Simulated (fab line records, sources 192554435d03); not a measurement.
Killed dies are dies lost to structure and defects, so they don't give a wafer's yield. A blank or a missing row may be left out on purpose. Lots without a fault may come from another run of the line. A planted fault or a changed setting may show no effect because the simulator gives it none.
Split-lot experiment | flow n5_finfet | 7 lots, 21 wafers read, on a route of 1938 steps

THE SPLIT
At N5_BEOL_M6_TRENCH_ETCH_37 (etches SiCOH lowk in C4F6/O2, target depth 94.435 nm, time 31.5 s), the setting time_s was moved away from the recipe's 31.5 s on 7 of the 21 wafers read, by -10.0% to +18.0%. The other wafers ran this setting at the recipe's value.

FROM THE SPLIT TO THE READING: what the file shows between them, 16 steps
- N5_BEOL_M6_ETCH_41: etches SiCN in CH3F/O2, target depth 29.7 nm, time 52 s
- N5_BEOL_M6_STRIP_80: strips in N2/H2, time 10 s
- N5_BEOL_M6_OCD_MEAS_38
- N5_BEOL_M6_HM_STRIP_39: strips TiN in peroxide tin strip, target depth 25 nm, time 158 s
- N5_BEOL_M6_SRD_40: time 30 s
- N5_BEOL_M6_PRECLEAN_42: cleans in residue remover, time 60 s
- N5_BEOL_M6_SRD_43: time 30 s
- N5_BEOL_M6_CD_MEAS_35: target cd 40 nm, target cd y 28 nm
- N5_BEOL_M6_CURE_75: cures SiCOH lowk, time 120 s
- N5_BEOL_M6_DEGAS_44: time 60 s
- N5_BEOL_M6_ECD_50: material Cu, target thk 300 nm
- N5_BEOL_M6_ANNEAL_51: time 90 s
- N5_BEOL_M6_CMP_52: polishes, stops on SiCOH lowk, t overpolish 6.9 s, target thk 80 nm
- N5_BEOL_M6_THK_MEAS_53: measures by xrf
- N5_BEOL_M6_PRE_CLEAN_55: time 15 s
- N5_BEOL_M6_DEP_56: deposits SiCN from 3MS/NH3, target thk 10 nm, time 17.5 s

THE READING
M6_RS, in ohm/sq, at N5_BEOL_M6_RS_MEAS_57 (measures by four-point-probe). Fault-free wafers of this fab line usually give 0.287 ohm/sq, standard deviation 0.0067 ohm/sq.

wafer  | tool, chamber at the split | time_s as run, s | against the recipe | M6_RS, ohm/sq | against lot-mates on the recipe
L077.1 | rie_diel-06, 3             | 33.36            | +5.9%              | 0.268         | -0.018
L077.2 | rie_diel-06, 1             | 31.5             | recipe             | 0.287         | -
L077.4 | rie_diel-06, 2             | 31.5             | recipe             | 0.285         | -
L082.1 | rie_diel-06, 2             | 35.62            | +13.1%             | 0.236         | -0.047
L082.4 | rie_diel-06, 0             | 35.62            | +13.1%             | 0.242         | -0.041
L082.5 | rie_diel-06, 2             | 31.5             | recipe             | 0.283         | -
L085.1 | rie_diel-03, 2             | 31.5             | recipe             | 0.293         | -
L085.3 | rie_diel-03, 1             | 37.17            | +18.0%             | 0.220         | -0.073
L085.4 | rie_diel-03, 1             | 37.17            | +18.0%             | 0.223         | -0.070
L086.2 | rie_diel-06, 2             | 31.5             | recipe             | 0.292         | -
L086.5 | rie_diel-06, 2             | 31.5             | recipe             | 0.281         | -
L086.6 | rie_diel-06, 3             | 31.5             | recipe             | 0.283         | -
L089.1 | rie_diel-06, 3             | 31.5             | recipe             | 0.282         | -
L089.3 | rie_diel-06, 0             | 31.5             | recipe             | 0.287         | -
L089.4 | rie_diel-06, 1             | 31.5             | recipe             | 0.279         | -
L092.2 | rie_diel-03, 2             | 31.5             | recipe             | 0.287         | -
L092.4 | rie_diel-03, 3             | 31.5             | recipe             | 0.292         | -
L092.6 | rie_diel-03, 1             | 31.5             | recipe             | 0.284         | -
L094.3 | rie_diel-03, 1             | 28.36            | -10.0%             | 0.328         | +0.049
L094.5 | rie_diel-03, 3             | 28.36            | -10.0%             | 0.327         | +0.048
L094.6 | rie_diel-03, 0             | 31.5             | recipe             | 0.279         | -

THE FIT
A straight line over all 21 wafers: M6_RS changes by -0.00368 ohm/sq for each +1% of time_s; r = -0.99; the points scatter about the line by 0.0044 ohm/sq.
The same after taking each lot's own level away (the mean of its wafers on the recipe; 21 wafers): -0.004 ohm/sq for each +1%; r = -0.99; scatter 0.0046 ohm/sq.
On that fit, the largest move of time_s shifts the reading by 0.072 ohm/sq.
The lots' own levels span 0.2790 to 0.2930 ohm/sq, that is 2.1 times the standard deviation above.
So the lot-to-lot level changes the slope little: the two slopes agree.
Check: with one of the wafers moved furthest among these (+18.0%) left out of the fit, the line predicts -0.0689 ohm/sq for it against its lot-mates. It came out at -0.073 ohm/sq against them.

OTHER SPLITS ON THESE WAFERS
These wafers also went through other splits before the reading. Each is held against what the fit with the lots' levels taken away leaves over:
other split on the same wafers | wafers away from the commonest value | r with M6_RS (lot level and that fit taken away)
N5_BEOL_M6_EXPOSE_08 dose_mj   | 9                                    | +0.21

THE WHOLE CHAIN: every reading that the file lists as answering this split, in the file's order
step                      | what it does                                                        | reading                                                                          | change (the file's fit)                | r (the file's)
N5_BEOL_M6_TRENCH_ETCH_37 | etches SiCOH lowk in C4F6/O2, target depth 94.435 nm, time 31.5 s   | BEOL_M6.feature_depth_nm (the simulator's own value, which no gauge read)        | +1.01 nm for each +1% of the setting   | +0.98
N5_BEOL_M6_TRENCH_ETCH_37 | etches SiCOH lowk in C4F6/O2, target depth 94.435 nm, time 31.5 s   | etch.depth_nm (the simulator's own value, which no gauge read)                   | +1.01 nm for each +1% of the setting   | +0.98
N5_BEOL_M6_TRENCH_ETCH_37 | etches SiCOH lowk in C4F6/O2, target depth 94.435 nm, time 31.5 s   | TiN_of_BEOL_M6_HM_DEP_02.thk_nm (the simulator's own value, which no gauge read) | -0.0295 nm for each +1% of the setting | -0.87
N5_BEOL_M6_OCD_MEAS_38    |                                                                     | trench_depth_nm                                                                  | +1.01 nm for each +1% of the setting   | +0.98
N5_BEOL_M6_CMP_52         | polishes, stops on SiCOH lowk, t overpolish 6.9 s, target thk 80 nm | Cu_of_BEOL_M6_ECD_50.thk_nm (the simulator's own value, which no gauge read)     | +1.08 nm for each +1% of the setting   | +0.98
N5_BEOL_M6_THK_MEAS_53    | measures by xrf                                                     | M6_THK                                                                           | +1.11 for each +1% of the setting      | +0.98
N5_BEOL_M6_RS_MEAS_57     | measures by four-point-probe                                        | M6_RS                                                                            | -0.0039 for each +1% of the setting    | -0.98

THE FILE'S OWN FIT
M6_RS changes by -0.0039 ohm/sq for each +1% of time_s, r = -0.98.
